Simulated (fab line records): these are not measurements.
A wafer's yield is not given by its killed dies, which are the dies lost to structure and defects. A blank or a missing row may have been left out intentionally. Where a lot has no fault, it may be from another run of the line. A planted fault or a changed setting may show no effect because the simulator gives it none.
Chamber matching + flow nand-harc + NHARC_P_GATE_ETCH_104 on rie-diel-03 has 4 sister chambers
The step etches the open film in CF4/CHF3, target depth 60 nm. 30 wafers are shown with their chamber, then 12 later ones without.

== WAFERS WITH THEIR CHAMBER ==
| wafer  | chamber | drypump-motor-current-A (A) | showerhead-plenum-p-Torr (Torr) | rf-vpp-V (V) |
|--------|---------|-----------------------------|---------------------------------|--------------|
| L074.3 | 0       | 5.5                         | 1.62                            | 371.3        |
| L074.4 | 2       | 6.1                         | 1.66                            | 375.1        |
| L074.6 | 2       | 6.1                         | 1.66                            | 373.9        |
| L076.4 | 3       | 4.8                         | 1.67                            | 375.7        |
| L076.5 | 0       | 5.5                         | 1.62                            | 371.2        |
| L076.6 | 3       | 4.8                         | 1.67                            | 373.7        |
| L077.1 | 3       | 4.8                         | 1.67                            | 375.1        |
| L077.2 | 0       | 5.5                         | 1.62                            | 373.5        |
| L077.4 | 2       | 6.1                         | 1.66                            | 372.5        |
| L080.1 | 3       | 4.8                         | 1.67                            | 374.2        |
| L080.4 | 0       | 5.5                         | 1.62                            | 371.9        |
| L080.5 | 1       | 5.7                         | 1.49                            | 367.0        |
| L081.1 | 1       | 5.7                         | 1.49                            | 367.3        |
| L081.2 | 0       | 5.5                         | 1.62                            | 371.8        |
| L081.4 | 3       | 4.8                         | 1.67                            | 373.3        |
| L084.1 | 1       | 5.7                         | 1.49                            | 369.5        |
| L084.5 | 0       | 5.5                         | 1.62                            | 372.3        |
| L084.6 | 3       | 4.8                         | 1.66                            | 374.7        |
| L087.2 | 3       | 4.8                         | 1.66                            | 375.9        |
| L087.4 | 0       | 5.5                         | 1.62                            | 373.6        |
| L087.6 | 0       | 5.5                         | 1.62                            | 371.9        |
| L088.2 | 2       | 6.1                         | 1.66                            | 374.4        |
| L088.5 | 2       | 6.1                         | 1.66                            | 374.6        |
| L088.6 | 1       | 5.7                         | 1.49                            | 368.8        |
| L091.2 | 3       | 4.8                         | 1.66                            | 373.0        |
| L091.3 | 0       | 5.5                         | 1.62                            | 371.8        |
| L091.5 | 0       | 5.5                         | 1.62                            | 372.6        |
| L093.4 | 3       | 4.8                         | 1.66                            | 373.0        |
| L093.5 | 3       | 4.7                         | 1.66                            | 373.4        |
| L093.6 | 2       | 6.1                         | 1.66                            | 373.1        |

SIGNATURES (averages over the wafers above)
| reading                  | chamber 0 | chamber 1 | chamber 2 | chamber 3 | scatter within a chamber |
|--------------------------|-----------|-----------|-----------|-----------|--------------------------|
| drypump-motor-current-A  | 5.500     | 5.700     | 6.100     | 4.790     | 0.0186                   |
| showerhead-plenum-p-Torr | 1.6200    | 1.4900    | 1.6600    | 1.6650    | 0.0031                   |
| rf-vpp-V                 | 372.190   | 368.150   | 373.933   | 374.200   | 0.999                    |
Rule: for a wafer and a chamber, the distance is found by dividing, reading by reading, the gap between the wafer's reading and the chamber's mean by the reading's scatter, squaring, summing and taking the root. If the next closest chamber is less than 2 further off than the closest, the wafer can't be placed; otherwise it belongs to the closest. The scatter: take each reading less its chamber's mean, square it, sum over the shown wafers, divide by the number of wafers less the number of chambers, and take the root.

== WAFERS MISSING THEIR CHAMBER ==
| wafer  | drypump-motor-current-A (A) | showerhead-plenum-p-Torr (Torr) | rf-vpp-V (V) |
|--------|-----------------------------|---------------------------------|--------------|
| L094.1 | 6.0                         | 1.66                            | 373.4        |
| L094.3 | 4.8                         | 1.66                            | 373.8        |
| L094.4 | 5.5                         | 1.62                            | 371.4        |
| L095.1 | 5.5                         | 1.62                            | 373.1        |
| L095.2 | 4.8                         | 1.66                            | 372.9        |
| L095.6 | 5.5                         | 1.62                            | 373.5        |
| L096.2 | 4.8                         | 1.66                            | 374.4        |
| L096.5 | 4.8                         | 1.66                            | 374.0        |
| L096.6 | 6.1                         | 1.66                            | 373.7        |
| L097.1 | 4.8                         | 1.66                            | 374.0        |
| L097.2 | 5.8                         | 1.49                            | 368.8        |
| L097.5 | 5.7                         | 1.49                            | 368.4        |

== WHICH CHAMBER EACH ONE RAN IN ==
| wafer  | from the rows above | in truth |
|--------|---------------------|----------|
| L094.1 | 2                   | 2        |
| L094.3 | 3                   | 3        |
| L094.4 | 0                   | 0        |
| L095.1 | 0                   | 0        |
| L095.2 | 3                   | 3        |
| L095.6 | 0                   | 0        |
| L096.2 | 3                   | 3        |
| L096.5 | 3                   | 3        |
| L096.6 | 2                   | 2        |
| L097.1 | 3                   | 3        |
| L097.2 | 1                   | 1        |
| L097.5 | 1                   | 1        |
Placed correctly: 12 of 12. Can't be placed from these rows: 0. Wrongly placed: 0.
